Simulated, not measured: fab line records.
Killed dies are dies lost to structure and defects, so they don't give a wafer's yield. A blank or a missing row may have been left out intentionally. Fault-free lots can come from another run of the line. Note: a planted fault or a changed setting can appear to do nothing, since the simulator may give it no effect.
fab line records | flow n5-finfet
[record] lots = 5 wafers = 12 last-day = 20
route steps=1938 shown FIN_CUT@157 STI_FIN_REVEAL@183 PASSIVATION@1936
lots that met no fault: from a run of the same line without faults
start-h: start of the lot's first displayed wafer, in hours after the record's first day | wait-h: time in hours since the lot's previous step | " the same as in the row above | L1.1+2: one row covering several wafers at once | - value missing, or start not given | * or withheld: withheld | < > ~ a bound
route shown NAME@n: a module of which the file shows steps, and the number in the route of the first | usual: mean/standard deviation of fault-free wafers | same: alike in all rows | chamber/n: place in a boat | sites: per-site readings | _std_site: standard deviation across them | _edge_site: mean of outer sites minus mean of inner sites | radius-mm: for every site, how far away it sits from the centre of the wafer | mask NAME#n: copy n | behind: the most recent tool/chamber to have shaped the wafer | hold: reason for holding the lot/hours on hold/outcome of the hold | device: whichever transistor did not switch (one of n, p or np) | end of line: tests run on the same wafers once the route is complete | step lacking rows: just its recipe | killed: count of dies lost to structure and defects at first sort (not the wafer's yield) | map: per-die view of a wafer (x killed, . not killed, _ where there is no die)
set.NAME: the run value of the setting; set.NAME@STEP: its run value at that earlier step | model.NAME: the simulator's own value behind a step, which no gauge read
lots at selected steps of the route; one table per step, one row per wafer
services: the hour from which a tool's chamber was out of use, counted from the record's first day as start-h (under 0 if before that day), plus the number of hours and why
[[steps]]
[step N5_FIN_CUT_COAT_02]
[recipe] resist = CAR-EUV spin-rpm = 1500 resist-thk-nm = 30
[step N5_FIN_CUT_EBR_04]
[recipe] solvent = PGMEA ebr-width-mm = 1.5
[step N5_FIN_CUT_SOFTBAKE_03]
[recipe] temp-c = 110 time-s = 60 resist = CAR-EUV
[step N5_FIN_CUT_EXPOSE_05]
[recipe] mask-id = FIN_CUT na = 0.33 source-shape = annular sigma-inner = 0.35 sigma-outer = 0.8 polarization = unpolarized dose-mj = 45.75
[step N5_FIN_CUT_PEB_06]
[recipe] peb-temp-c = 100 peb-time-s = 60 resist = CAR-EUV
[step N5_FIN_CUT_DEVELOP_07]
[recipe] develop-time-s = 30 developer = TMAH resist = CAR-EUV rinse-liquid = surfactant-rinse dry = air-spin dev-temp-c = 23
[step N5_FIN_CUT_DESCUM_13]
[recipe] chemistry = O2 time-s = 7 source-power-w = 50 bias-power-w = 20 pressure-mtorr = 20 rf-frequency-hz = 2.712e+07 temp-c = 40 resist = CAR-EUV o2-flow-sccm = 225
[step N5_FIN_CUT_ETCH_30]
[recipe] chemistry = N2/H2 target = underlayer target-depth-a = 130 mask-material = CAR-EUV time-s = 10.4 ion-energy-ev = 200 pressure-mtorr = 30 source-w = 840 bias-w = 150 n2-flow-sccm = 200 h2-flow-sccm = 200 ends = cleared
[step N5_FIN_CUT_ETCH_20]
[recipe] chemistry = CF4 target = SiARC target-depth-a = 260 mask-material = CAR-EUV time-s = 43.3 ion-energy-ev = 80 pressure-mtorr = 40 source-w = 545 bias-w = 36 Ar_flow_sccm = 100 cf4-flow-sccm = 100 ends = cleared
[step N5_FIN_CUT_ETCH_21]
[recipe] chemistry = N2/H2 target = SOC target-depth-a = 2190 overetch-a = 438 mask-material = SiARC temp-c = 40 ion-energy-ev = 100 bias-w = 61 time-s = 523.5 pressure-mtorr = 30 source-w = 850 n2-flow-sccm = 200 h2-flow-sccm = 200
[usual] drypump-motor-current-A = 5.6/0.43 oes-product-au = 0.73/0.065 rf-vpp-V = 241.2/1.3 showerhead-plenum-p-Torr = 2.57/0.088 throttle-valve-pct = 17.81/0.23
// columns lot.wafer tool chamber start-h wait-h drypump-motor-current-A oes-product-au rf-hours-counter-h rf-vpp-V showerhead-plenum-p-Torr throttle-valve-pct model.SiARC_of_FIN_CUT_COAT_19.thk-nm
L689.1 rie-diel-03 0 34.01 0.0 6.0 0.64 248 241.5 2.64 18.36 12.2
L689.2 " 1 " " 6.5 0.75 113 240.4 2.55 17.62 12
L689.4 " 3 " " 4.9 0.73 132 241.3 2.66 18.12 11.8
L699.3 rie-diel-03 3 93.18 0.0 4.9 0.71 151 241.7 2.65 18.16 11.8
L699.6 " 3 " " 5.0 0.70 - 243.2 2.65 18.15 12.8
L701.3 rie-diel-03 0 105.82 0.0 6.0 0.86 12 241.4 2.64 17.97 12.4
L701.6 " 3 " " 4.9 0.70 - 243.8 2.65 18.19 12.8
L702.3 rie-diel-03 0 110.57 0.0 6.0 0.86 13 240.1 2.64 17.97 12.2
L702.4 " 2 " " 5.4 0.64 197 242.9 2.62 17.84 12.8
L710.1 rie-diel-06 0 160.99 0.0 5.5 0.87 12 240.0 2.50 17.45 12
L710.5 " 1 " " 5.4 0.79 - 239.8 2.56 17.58 12
L710.6 " 0 " " 5.5 0.87 - 240.0 2.50 17.45 11.8
[step N5_FIN_CUT_STRIP_23]
[recipe] chemistry = N2/H2 temp-c = 40 n2-flow-sccm = 200 h2-flow-sccm = 200 rf-frequency-hz = 6e+07
[step N5_FIN_CUT_STRIP_31]
[recipe] chemistry = N2/H2 temp-c = 40 n2-flow-sccm = 200 h2-flow-sccm = 200 rf-frequency-hz = 6e+07
[step N5_FIN_CUT_STRIP_24]
[recipe] chemistry = CF4 resist = SiARC power-w = 300 bias-power-w = 75 pressure-mtorr = 50 cf4-flow-sccm = 150 rf-frequency-hz = 6e+07
[step N5_FIN_CUT_CUT_ETCH_26]
[recipe] chemistry = CH3F/O2 target = SiNx target-depth-a = 390 mask-material = SOC time-s = 55.7 pressure-mtorr = 30 source-w = 395 bias-w = 73 Ar_flow_sccm = 150 CH3F_flow_sccm = 30 O2_flow_sccm = 20 ion-energy-ev = 120
[usual] drypump-motor-current-A = 5.6/0.43 mfc-ar-sccm = 150.1/0.44 oes-product-au = 0.79/0.073 rf-vpp-V = 298/6.5 showerhead-plenum-p-Torr = 2.02/0.071 throttle-valve-pct = 16.36/0.18
// columns lot.wafer tool chamber start-h wait-h drypump-motor-current-A mfc-ar-sccm oes-product-au rf-hours-counter-h rf-vpp-V showerhead-plenum-p-Torr throttle-valve-pct model.FIN_CUT.cd-offset-nm
L689.1 rie-diel-03 0 34.35 0.0 6.0 150.6 0.68 248 305 2.04 16.59 0
L689.2 " 1 " " 6.4 150.1 0.81 113 300 2.02 16.32 0.8
L689.4 " 3 " " 4.9 149.9 0.78 132 297 2.09 16.54 0
L699.3 rie-diel-03 3 93.52 0.0 4.9 150.4 0.77 151 300 2.08 16.61 0
L699.6 " 3 " " 4.9 149.9 0.77 - 299 2.08 16.60 -1.2
L701.3 rie-diel-03 0 106.17 0.0 6.0 150.3 0.91 12 304 2.04 16.13 -0.6
L701.6 " 3 " " 4.9 149.4 0.77 - 298 2.08 16.59 -1.2
L702.3 rie-diel-03 0 110.92 0.0 6.0 149.8 0.91 14 305 2.04 16.13 -1.4
L702.4 " 2 " " 5.4 150.4 0.70 197 298 2.07 16.47 -0.6
L710.1 rie-diel-06 0 161.33 0.0 5.5 149.3 0.95 12 289 1.97 15.98 0.8
L710.5 " 1 " " 5.4 150.0 0.85 - 311 2.05 16.47 -0.8
L710.6 " 0 " " 5.5 149.2 0.96 - 291 1.97 15.98 0.6
[step N5_FIN_CUT_CUT_ETCH_27]
[recipe] chemistry = CHF3/O2 target = SiO2 target-depth-a = 40 mask-material = SOC overetch-a = 20 time-s = 4.9 pressure-mtorr = 30 source-w = 650 bias-w = 170 Ar_flow_sccm = 200 CHF3_flow_sccm = 50 O2_flow_sccm = 5 ion-energy-ev = 200
[step N5_FIN_CUT_PRECLEAN_35]
[recipe] time-s = 13.3 temp-c = 45 pressure-torr = 125 p-hf-torr = 3 p-coreactant-torr = 25 chemistry = vHF
[step N5_FIN_CUT_CUT_ETCH_15]
[recipe] chemistry = HBr/Cl2/O2 target = Si target-depth-a = 1000 bt-time-s = 10 mask-material = SOC time-s = 42.4 ion-energy-ev = * bias-w = * pressure-mtorr = 10 icp-w = 800 HBr_flow_sccm = 150 Cl2_flow_sccm = 80 O2_flow_sccm = 12
[step N5_FIN_CUT_CUT_ETCH_28]
[recipe] chemistry = HBr/Cl2/O2 target = Si target-depth-a = 60 mask-material = SOC time-s = 2.4 ion-energy-ev = * bias-w = * pressure-mtorr = 10 icp-w = 800 HBr_flow_sccm = 150 Cl2_flow_sccm = 80 O2_flow_sccm = 12
[step N5_FIN_CUT_STRIP_22]
[recipe] chemistry = N2/H2 power-w = 500 temp-c = 40 pressure-mtorr = 50 rf-frequency-hz = 6e+07 overash-fraction = 0.3 bias-power-w = 8 h2-frac = 0.5 n2-flow-sccm = 300 h2-flow-sccm = 300
[step N5_FIN_CUT_PRECLEAN_36]
[recipe] chemistry = O3/DIW time-s = 60 temp-c = 22 o3-ppm = 10
[step N5_FIN_CUT_SRD_32]
[recipe] dry = ipa-marangoni time-s = 30 temp-c = 23 rinse-liquid = diw
[step N5_FIN_CUT_UV_OZONE_34]
[recipe] time-s = 120 pressure-torr = 760 temp-c = 25
[step N5_STI_FIN_REVEAL_ALD_00]
[recipe] material = SiO2 target-thk-a = 10 temp-c = 300 ald-precursor-family = BDEAS ald-co-reactant = O2-plasma pulse-time-s = 1 pressure-torr = 2
[step N5_STI_FIN_REVEAL_ALD_14]
[recipe] material = Si3N4 target-thk-a = 30 temp-c = 400 ald-precursor-family = SiH2I2 ald-co-reactant = N2/H2-plasma pressure-torr = 2
[step N5_STI_FIN_REVEAL_FCVD_FILL_01]
[recipe] material = SiO2_flowable target-thk-a = 3120 temp-c = 100 pressure-torr = 0.8 rf-w = 2000 time-s = 512.2
[step N5_STI_FIN_REVEAL_DENSIFY_02]
[recipe] temp-c = 650 ambient = steam time-s = 1800 idle-temp-c = 400 densification-p-h2o-torr = 640
[step N5_STI_FIN_REVEAL_CMP_04]
[recipe] stop-on = Si3N4 t-overpolish-s = 4 down-force-psi = 2 platen-rpm = 54.18 post-cmp-clean = alkaline-brush pad-velocity-m-s = 1.078 target-thk-nm = 131.83
[step N5_STI_FIN_REVEAL_DENSIFY_30]
[recipe] temp-c = * time-s = * ambient = N2 idle-temp-c = 600 ramp-up-c-per-s = 150 ramp-down-c-per-s = 60 cool-to-c = 600
[step N5_STI_FIN_REVEAL_ETCHBACK_08]
[recipe] chemistry = C4F6/O2 target = SiO2 target-depth-a = 305 time-s = 10.167 ion-energy-ev = 250 pressure-mtorr = 30 source-w = 345 bias-w = 185 Ar_flow_sccm = 300 C4F6_flow_sccm = 10 O2_flow_sccm = 10
[step N5_STI_FIN_REVEAL_STRIP_24]
[recipe] chemistry = N2/H2 time-s = 90 power-w = 100 temp-c = 40 pressure-mtorr = 100 rf-frequency-hz = 6e+07 bias-power-w = 3 n2-flow-sccm = 300 h2-flow-sccm = 300
[step N5_STI_FIN_REVEAL_PRECLEAN_25]
[recipe] chemistry = SPM time-s = 90 temp-c = 120 mix = 4:1
[step N5_STI_FIN_REVEAL_PRECLEAN_26]
[recipe] chemistry = SC1 time-s = 45 temp-c = 46 mix = 1:2:100
[step N5_STI_FIN_REVEAL_PRECLEAN_29]
[recipe] chemistry = DHF time-s = 30 temp-c = 25 dilution = 300:1
[step N5_STI_FIN_REVEAL_SRD_12]
[recipe] time-s = 30 temp-c = 23 rinse-liquid = diw dry = ipa-marangoni
[step N5_STI_FIN_REVEAL_RECESS_09]
[recipe] chemistry = HF/NH3 target = SiO2 afs-cycles = 11 target-depth-a = 425 temp-c = 30 sublimation-temp-c = 180 sublimation-time-s = 60
[step N5_STI_FIN_REVEAL_STRIP_16]
[recipe] chemistry = H3PO4 material = SiNx temp-c = 165 target-depth-a = 238 overetch-fraction = 0.4964 dry = ipa-marangoni
[step N5_STI_FIN_REVEAL_PRECLEAN_17]
[recipe] chemistry = NF3:NH3 afs-cycles = 1 temp-c = 30 time-s = 20 sublimation-temp-c = 180 sublimation-time-s = 60 pressure-torr = 3 rf-power-w = 30
[step N5_PASSIVATION_PROBE_49]
[usual] killed_at_M0_to_M3 = 36/10 killed_at_M4_up = 14/5.2 killed-at-contacts = 12/6 killed-at-front-end = 37/10 killed-at-other = 4/3.3 killed-dies = 104/18 killed-on-rim = 14/4.1 killed-open = 68/14 killed-short = 34/7.4
[same] gross-dies = 1180 killed-at-back-side = 0
// columns lot.wafer tool chamber start-h wait-h killed_at_M0_to_M3 killed_at_M4_up killed-at-contacts killed-at-front-end killed-at-other killed-dies killed-on-rim killed-open killed-short
L699.6 prober-01 - 388.94 0.3 38 18 5 116 3 180 45 64 31
L702.4 prober-01 - 400.66 0.2 34 24 16 143 4 221 18 79 46
L701.6 prober-01 - 401.45 0.3 36 13 17 139 6 211 40 67 29
// killed by level:class
L699.6 FIN_CUT:area-etch=85 FIN_SAQP:geometric-particle:open=13 BEOL_M0_SAQP:geometric-particle:short=12 BEOL_M2:geometric-particle:open=9 BEOL_M4:geometric-particle:open=8 BEOL_M0_SAQP:geometric-particle:open=6 STI_FIN_REVEAL:geometric-particle:open=5 BEOL_M3:geometric-particle:open=5
L702.4 FIN_CUT:area-etch=96 FIN_SAQP:geometric-particle:open=16 BEOL_M0_SAQP:geometric-particle:short=12 MOL_CONTACT_COAG:geometric-particle:open=12 BEOL_M0_SAQP:geometric-particle:open=11 BEOL_M4:geometric-particle:open=11 FIN_SAQP:geometric-particle:short=7 STI_FIN_REVEAL:geometric-particle:open=6
L701.6 FIN_CUT:area-etch=114 MOL_CONTACT_COAG:geometric-particle:open=16 BEOL_M0_SAQP:geometric-particle:short=12 BEOL_M0_SAQP:geometric-particle:open=12 BEOL_M4:geometric-particle:open=9 BEOL_M3:geometric-particle:open=8 GATE_CUT:geometric-particle:short=4 STI_FIN_REVEAL:geometric-particle:open=3
// map L699.6 (x killed, . not)
_________________..........x.________________
______________x........x...x...x_____________
___________.....xx......x.......x..__________
__________..................x.x....._________
________.x...x....x..................._______
_______x..x..................x.........______
______.............x.........xx....x...._____
_____...x...........x............x.......____
____...x......x..........x....xx..........___
___...x..x.x......x....................x...__
___............x...x..................x....__
__..........x.................x.......xx...._
__x............x...xx...x...x.......x......x_
_x.................xx......x.........x.x...x.
_...........x....x.......................x...
_x..x.xx..xxx.....x..........................
_x.xx.x...xx.....x..x..................x..xxx
_........x............x.....................x
_......xx.xx......................x......x..x
_.........................x.......x.x.x....x.
_x.x..........xx.............................
__...x...........x........x...x............._
__.x......xx........x...............x.....x._
___xxx..x..................x.......x.......__
___.x.............x...x.xx.......x...xx...x__
____xx..x......x.....xx...x......xx....x..___
_____xx....x.............x...............____
______xxx...x............x..........x..._____
_______xx.............xx..x............______
________xxxx..........xx.......x...x.._______
__________x.xx..................xxx._________
___________.....x..x..x...x.x....x.__________
______________.x......xxx......x_____________
_________________.xxx..xxx.x.________________
// map L701.6 (x killed, . not)
_________________......x.....________________
______________..xx....x.....x..._____________
___________x.........x.............__________
__________.x.........x.......x......_________
________xxx..x.....x...x......x...x..x_______
_______xx.x.x.......x...x..........x...______
______..xxx.........x.....x.x..........._____
_____.xx.xx............x..x..............____
____xxx...........xx......xx...........x..___
___.x.x....x...........x........x...x.xxx..__
___............xxx........x..............x.__
__...................x.................x.x.._
__............x.........x....x.............x_
_x..........x..................x.x...........
_.....x....x......x.........x.....x........x.
_.xxx.....x...........x.x....x.............x.
_....x....x...............................x..
_.xx...x..xxx...........x.......xx.......x..x
_.x.xx..x.x....x..x....................x.....
_x.xx.......x.x..........x.......x...........
_....x.x.....................x....x.x.x......
__.xxx............x...........x.....x..x...x_
__..x...x.............x..........x.xx.x..x.._
___.........x...x....x.........x...........__
___x.xx.x....x.xx.......x...xx..x......x...__
____.xx....x..xxxxx...............x.......___
_____....x.xxxx....xx...................x____
______....x..........x.....x...x........_____
_______x........x...x......x.......x...______
________x...x.........x...x.x...x...x._______
__________..........x.......x.....x._________
___________........x....xxx.x.xx.xx__________
______________..x.xx....x.xx.x.x_____________
_________________xx.x.x.x..x.________________
[[services]]
// columns tool chamber start-h hours kind
rie-diel-03 3 22.47 5.6 repair
rie-diel-03 - 24.05 0.2 repair
rie-diel-03 0 40.63 - clean
rie-diel-03 0 40.63 - consumable-replace:focus-ring
rie-diel-03 0 40.63 23.0 scheduled-down
rie-diel-03 0 40.63 23.0 vent-cycle
rie-diel-06 - 46.09 0.8 repair
rie-diel-06 0 92.05 - clean
rie-diel-06 0 92.05 - consumable-replace:focus-ring
rie-diel-06 0 92.05 18.9 scheduled-down
rie-diel-06 0 92.05 18.9 vent-cycle
rie-diel-03 1 114.46 10.7 repair
rie-diel-03 3 139.89 3.5 repair
[[key]]
[first-sign] step = N5_PASSIVATION_PROBE_49 reading = killed-at-front-end direction = up sigmas = 9.2 usual = 37 struck = 133
[effect] step = N5_PASSIVATION_PROBE_49 reading = killed-dies direction = up sigmas = 5.7 usual = 104 struck = 204
[model-effect] step = N5_FIN_CUT_ETCH_21 value = SiARC_of_FIN_CUT_COAT_19.thk-nm without = 11.8 struck = 12.8
[model-effect] step = N5_FIN_CUT_CUT_ETCH_26 value = FIN_CUT.cd-offset-nm without = -0.2 struck = -1
[more-kills-born-at] N5_FIN_CUT_ETCH_21@rie-diel-03 = 295
met-at N5_FIN_CUT_ETCH_21
struck-wafers L699.6,L701.6,L702.4
tester-left-out L699,L701,L702
onset-between 34.01 93.18
[fault] kind = process-parameter-drift tool = rie-diel-03 chamber = - onset-h = 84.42 steps = N5_FIN_CUT_ETCH_21 channel = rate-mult offset = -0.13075 shape = step end-h = 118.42 scope = struck-wafers-only
// tester-left-out: of these lots the tester's yield and bins aren't shown, on N5 and GAA mostly nor the transistor test; their killed dies are dies lost to structure and defects alone, not to doping, threshold or leakage, so they don't give the yield
